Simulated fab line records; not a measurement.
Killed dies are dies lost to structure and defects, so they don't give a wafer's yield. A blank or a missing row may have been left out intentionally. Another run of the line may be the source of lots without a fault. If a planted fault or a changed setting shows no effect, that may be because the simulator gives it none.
A lot that was struck, set against a sound lot -- flow nand harc -- 15 out of 1302 route steps
Sound: these wafers, L855.1, L855.3, L855.4. Struck: wafers L866.4, L866.6 (left out: L866.5, a lot-mate that was not struck); the cause follows at the end.
Each step with rows lists, per side, the tool, then ch with its chambers, then its first start. Under that, the readings that differ: sound wafers -- struck wafers -- difference of the means -- sigmas: that difference in standard deviations of wafers without a fault.
alike: readings whose means differ by less than 2 such deviations, and words and numbers that are the same on both sides. not compared: withheld readings, readings that some wafer has no value for, bounds like >300 that may hide the same value, and numbers for which the record gives no deviation and whose values overlap.
A row with sigmas, a row that says differs or no value, or rows on one side alone: a step with any of these is where the two part. Numbers that don't overlap but have no deviation are shown without sigmas and don't part them. A reading missing from all wafers of one side parts the sides only when that side holds two or more wafers.

first, 8 steps without rows for these wafers: NHARC_A_SGD_CUT_COAT_56 (time 75 s); NHARC_A_SGD_CUT_COAT_57 (time 65 s); NHARC_A_SGD_CUT_COAT_03 (resist thk 90 nm); NHARC_A_SGD_CUT_SOFTBAKE_04 (time 55 s); NHARC_A_SGD_CUT_EBR_05; NHARC_A_SGD_CUT_EXPOSE_06 (exposes mask SGD); NHARC_A_SGD_CUT_PEB_07 (peb time 65 s); NHARC_A_SGD_CUT_DEVELOP_08 (develop time 35 s).
NHARC_A_SGD_CUT_CD_MEAS_09: the cd target is 100 nm.
  sound on cd sem-03 ch 0, day 20 16:22; struck on cd sem-03 ch 0, day 24 20:05
  alike: cd nm
NHARC_A_SGD_CUT_OVL_MEAS_10:
  sound: overlay-02 at day 20 16:27; struck: overlay-02 at day 24 20:10
reading,sound,struck,difference,sigmas
overlay x nm (nm),1.1 1.1 0.8,-0.2 -0.9,-1.6,-2
  alike: overlay y nm
NHARC_A_SGD_CUT_INSPECT_11:
  sound: defect inspect-01 at day 20 16:29; struck: defect inspect-01 at day 24 20:12
  alike: raw defect count
NHARC_A_SGD_CUT_DESCUM_14: chemistry O2, time 3 s.
  sound on rie diel-11 ch 0,1,2, day 20 16:34; struck on rie diel-09 ch 0,3, day 24 20:16
  alike: drypump motor current A, oes product au, rf vpp V, showerhead plenum p Torr, throttle valve pct
  not compared: rf hours counter h
NHARC_A_SGD_CUT_ETCH_58: etches the open film in CF4, target depth 39 nm, time 65 s.
  sound on rie diel-11 ch 0,1,3, day 20 16:38; struck on rie diel-09 ch 1, day 24 20:21
reading,sound,struck,difference,sigmas
run length s (s),86.7 86.0 85.6,124.0 124.3,+38.1,+85
  alike: cf4 flow sccm, drypump motor current A, oes product au, rf fwd power W, rf vpp V, showerhead plenum p Torr, throttle valve pct
  not compared: rf hours counter h
NHARC_A_SGD_CUT_ETCH_59: etches the open film in N2/H2, target depth 260 nm, time 406.25 s.
  sound on rie diel-11 ch 1,2,3; struck on rie diel-09 ch 0
  alike: drypump motor current A, oes product au, rf fwd power W, rf vpp V, run length s, showerhead plenum p Torr, throttle valve pct
  not compared: rf hours counter h
NHARC_END_SORT_01:
  the record has rows for the sound wafers here (prober-02 ch 0, day 25 20:16) and none for the struck ones

== WHERE THEY PART ==
Earliest at NHARC_A_SGD_CUT_OVL_MEAS_10; latest, in this record, at NHARC_END_SORT_01.

WHY: what had been put in by the simulator
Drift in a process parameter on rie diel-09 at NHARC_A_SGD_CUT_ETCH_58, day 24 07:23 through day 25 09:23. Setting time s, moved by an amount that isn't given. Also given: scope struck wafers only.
